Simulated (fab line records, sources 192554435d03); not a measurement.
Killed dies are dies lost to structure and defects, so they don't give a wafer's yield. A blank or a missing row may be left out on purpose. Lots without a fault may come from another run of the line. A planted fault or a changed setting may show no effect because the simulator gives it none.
Chamber matching | flow n5_finfet | N5_DUMMY_GATE_TRIM_49 on rie_si-02: 4 sister chambers
The step chemistry O2, time 29 s, target cd 14 nm. 4 wafers are shown with their chamber, then 10 later ones without.

WAFERS WITH THEIR CHAMBER
wafer  | chamber | throttle_valve_pct (%)
L082.1 | 1       | 8.37
L082.5 | 2       | 8.08
L083.2 | 3       | 7.98
L083.3 | 0       | 8.27

WAFERS WITHOUT THEIR CHAMBER
wafer  | throttle_valve_pct (%)
L083.4 | 8.11
L089.2 | 7.98
L089.5 | 8.08
L089.6 | 7.99
L091.1 | 8.36
L091.2 | 8.08
L091.6 | 8.28
L092.1 | 8.09
L092.2 | 7.99
L092.4 | 8.38

WHICH CHAMBER EACH WENT THROUGH
wafer  | from the rows above | in truth
L083.4 | 2                   | 2
L089.2 | 3                   | 3
L089.5 | 2                   | 2
L089.6 | 3                   | 3
L091.1 | 1                   | 1
L091.2 | 2                   | 2
L091.6 | 0                   | 0
L092.1 | 2                   | 2
L092.2 | 3                   | 3
L092.4 | 1                   | 1
Placed correctly: 10 of 10. Can't be placed from these rows: 0. Placed wrongly: 0.
How it was worked out, from the rows above alone: a wafer's distance from a chamber is the root of the sum, over the readings, of the square of ((its reading less the chamber's mean) divided by the reading's scatter). The wafer belongs to the nearest chamber; if the next one is less than 2 further off, it can't be placed. A chamber's mean is the mean of its shown wafers. The scatter: with one shown wafer a chamber, the root of the mean of the squares of how far each hidden wafer lies from its nearest shown one.
